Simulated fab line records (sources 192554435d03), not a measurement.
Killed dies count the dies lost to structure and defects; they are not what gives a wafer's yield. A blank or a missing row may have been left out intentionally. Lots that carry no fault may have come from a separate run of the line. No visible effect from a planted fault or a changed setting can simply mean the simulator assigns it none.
Chamber matching :: flow n5_finfet :: N5_BEOL_M4_ETCH_70 on rie_diel-01: 4 sister chambers
The step etches SOC in N2/H2, target depth 80 nm, overetch 24 nm, time 130 s. 8 wafers are shown with their chamber, then 10 later ones without.

## EACH WAFER AND ITS CHAMBER
wafer: L083.2
chamber: 3
showerhead_plenum_p_Torr (Torr): 2.41
drypump_motor_current_A (A): 5.0

wafer: L083.6
chamber: 2
showerhead_plenum_p_Torr (Torr): 2.54
drypump_motor_current_A (A): 5.1

wafer: L084.4
chamber: 0
showerhead_plenum_p_Torr (Torr): 2.58
drypump_motor_current_A (A): 6.3

wafer: L085.1
chamber: 3
showerhead_plenum_p_Torr (Torr): 2.40
drypump_motor_current_A (A): 5.1

wafer: L085.2
chamber: 1
showerhead_plenum_p_Torr (Torr): 2.68
drypump_motor_current_A (A): 5.8

wafer: L085.4
chamber: 0
showerhead_plenum_p_Torr (Torr): 2.58
drypump_motor_current_A (A): 6.3

wafer: L088.1
chamber: 2
showerhead_plenum_p_Torr (Torr): 2.53
drypump_motor_current_A (A): 5.1

wafer: L088.2
chamber: 1
showerhead_plenum_p_Torr (Torr): 2.68
drypump_motor_current_A (A): 5.8

## WAFERS MISSING THEIR CHAMBER
wafer: L088.6
showerhead_plenum_p_Torr (Torr): 2.68
drypump_motor_current_A (A): 5.8

wafer: L089.1
showerhead_plenum_p_Torr (Torr): 2.53
drypump_motor_current_A (A): 5.2

wafer: L089.2
showerhead_plenum_p_Torr (Torr): 2.67
drypump_motor_current_A (A): 5.8

wafer: L089.6
showerhead_plenum_p_Torr (Torr): 2.53
drypump_motor_current_A (A): 5.1

wafer: L090.1
showerhead_plenum_p_Torr (Torr): 2.39
drypump_motor_current_A (A): 5.1

wafer: L090.3
showerhead_plenum_p_Torr (Torr): 2.57
drypump_motor_current_A (A): 6.3

wafer: L090.5
showerhead_plenum_p_Torr (Torr): 2.39
drypump_motor_current_A (A): 5.0

wafer: L094.4
showerhead_plenum_p_Torr (Torr): 2.39
drypump_motor_current_A (A): 5.0

wafer: L094.5
showerhead_plenum_p_Torr (Torr): 2.67
drypump_motor_current_A (A): 5.8

wafer: L094.6
showerhead_plenum_p_Torr (Torr): 2.57
drypump_motor_current_A (A): 6.2

## THE CHAMBER EACH PASSED THROUGH
wafer: L088.6
from the rows above: 1
in truth: 1

wafer: L089.1
from the rows above: 2
in truth: 2

wafer: L089.2
from the rows above: 1
in truth: 1

wafer: L089.6
from the rows above: 2
in truth: 2

wafer: L090.1
from the rows above: 3
in truth: 3

wafer: L090.3
from the rows above: 0
in truth: 0

wafer: L090.5
from the rows above: 3
in truth: 3

wafer: L094.4
from the rows above: 3
in truth: 3

wafer: L094.5
from the rows above: 1
in truth: 1

wafer: L094.6
from the rows above: 0
in truth: 0
Correct placement for 10 of the 10. Can't be placed from these rows: 0. Placed wrongly: 0.
How it was worked out, from the rows above alone: a wafer's distance from a chamber is the root of the sum, over the readings, of the square of ((its reading less the chamber's mean) divided by the reading's scatter). If the next closest chamber is less than 2 further off than the closest, the wafer can't be placed; otherwise it belongs to the closest. Each chamber's mean is taken over the wafers shown for it. The scatter: the root of (the sum of the squares of (reading less its chamber's mean) over the shown wafers, divided by (wafers less chambers)).
